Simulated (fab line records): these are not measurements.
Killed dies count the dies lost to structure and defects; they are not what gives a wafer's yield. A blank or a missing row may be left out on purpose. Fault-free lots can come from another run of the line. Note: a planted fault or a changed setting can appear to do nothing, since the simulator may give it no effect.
Problem report in the 8D (eight disciplines) form, filled by code	flow nand_harc	the parts of the form that need people (team, actions taken, sign-off) are left out

1. THE ISSUE
Mean of thk_nm at NHARC_A_ONON_D1_THK_MEAS_30: 1496 nm across 6 wafers in 2 lots; on wafers with no fault it is 998 nm (standard deviation 10). That is +50 standard deviations from the usual mean.
The step: measures by ellipsometry.
Earliest sighting: wafer L746.1 on film_metro-02 at day 11 12:16. The record holds 39 wafers of 13 lots with a number at this step. By rule, "out" or "out of limits" means more than 4 standard deviations away from the usual mean. The other wafers with a number count as sound.

2. WHAT THIS IS AND IS NOT
question	is	is not
which readings at this step	thk_nm	-
which lots	L746, L748	L734, L735, L736, L737, L738, L739, L743, L750, L751, L753, L757
which wafers of those lots	all that have a number	-
read on which gauges	film_metro-01, film_metro-02	-
when	from day 11 12:16	up to then (21 sound wafers); but 12 sound wafers of L750, L751, L753, L757 came after

3. WHAT RULES OUT EACH SUSPECT
Counting: a tool at a process step up to the reading stays a suspect if it ran every lot that is out and no sound lot after the first of them.
- the gauge at NHARC_A_ONON_D1_THK_MEAS_30 has been ruled out. Those wafers that are out were read across 2 gauges (film_metro-01, film_metro-02).
- pecvd_onon-01 at NHARC_A_ONON_D1_DEP_28 (target thk 1000 nm): kept. All lots that are out passed through it, beginning with L746 at day 11 11:45, and no sound lot followed; its final sound lot before that point was L738 at day 9 01:31.
The count leaves pecvd_onon-01 at NHARC_A_ONON_D1_DEP_28.

4. THE CAUSE (what the simulator had put in)
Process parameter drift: pecvd_onon-01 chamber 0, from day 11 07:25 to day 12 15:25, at NHARC_A_ONON_D1_DEP_28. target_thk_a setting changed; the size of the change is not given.
After counting, this tool was the only one left.

5. SEQUENCE OF EFFECTS, ordered by route
Each row: a reading whose mean over the struck wafers that have a number lies more than 3 standard deviations from the usual. Readings are gone through only where the record gives a usual standard deviation; hours: the median, over the lots, of the time from a lot's start at the first step in this table giving one to that lot's start at this step; sigmas: the change measured in usual standard deviations.
hours	step	reading	usual	on struck wafers	change	sigmas
0	NHARC_A_ONON_D1_THK_MEAS_30	thk_nm	998 nm	1496	+498	+50
262	NHARC_END_SORT_01	killed_at_array	29	674	+645	+59
262	NHARC_END_SORT_01	killed_dies	33	677	+644	+59

6. HOW IT WOULD HAVE BEEN CAUGHT EARLIER
In this record the first reading out of limits at a measuring or inspecting step was taken at day 11 12:16, 5 hours after the fault began at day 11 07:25.
Of the lots that are out (2), L748 began NHARC_A_ONON_D1_DEP_28 on pecvd_onon-01 after day 11 12:16. Holding the tool at that time would have saved it.
